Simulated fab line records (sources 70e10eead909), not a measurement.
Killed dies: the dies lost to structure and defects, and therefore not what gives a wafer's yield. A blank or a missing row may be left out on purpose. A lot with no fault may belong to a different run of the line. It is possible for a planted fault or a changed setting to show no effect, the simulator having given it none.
Matching of chambers + flow nandHarc + aldHk-02 running NHARC_A_CHANNEL_FILL_D2_ALD_16: 4 sister chambers
The step deposits SiO2, target thk 1.5 nm, pulse time 10 s, ald cycles 15. 4 wafers are shown with their chamber, then 8 later ones without.

== WAFERS, EACH WITH ITS CHAMBER ==
| wafer  | chamber | heaterPowerW (W) |
|--------|---------|------------------|
| L083.4 | 2       | 545              |
| L086.1 | 3       | 444              |
| L086.3 | 1       | 542              |
| L088.1 | 0       | 455              |

== WAFERS WITH NO CHAMBER GIVEN ==
| wafer  | heaterPowerW (W) |
|--------|------------------|
| L088.2 | 525              |
| L088.5 | 542              |
| L093.2 | 548              |
| L093.3 | 452              |
| L093.6 | 529              |
| L094.1 | 452              |
| L094.3 | 527              |
| L094.4 | 444              |

== THE CHAMBER EACH PASSED THROUGH ==
| wafer  | from the rows above     | in truth |
|--------|-------------------------|----------|
| L088.2 | can't be placed: 1 or 2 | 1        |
| L088.5 | can't be placed: 1 or 2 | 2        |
| L093.2 | can't be placed: 2 or 1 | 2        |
| L093.3 | can't be placed: 0 or 3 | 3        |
| L093.6 | can't be placed: 1 or 2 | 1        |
| L094.1 | can't be placed: 0 or 3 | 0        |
| L094.3 | can't be placed: 1 or 2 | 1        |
| L094.4 | can't be placed: 3 or 0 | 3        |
Correctly placed: 0 of 8. These rows do not allow placing 8 (true chamber among the candidates in 8). Placed wrongly: 0.
How it was worked out, from the rows above alone: a wafer's distance from a chamber is the root of the sum, over the readings, of the square of ((its reading less the chamber's mean) divided by the reading's scatter). If the next closest chamber is less than 2 further off than the closest, the wafer can't be placed; otherwise it belongs to the closest. For every chamber, the mean is computed from those of its wafers that are shown. The scatter: root of mean squared gap, hidden wafer to nearest shown wafer, with one shown wafer a chamber.
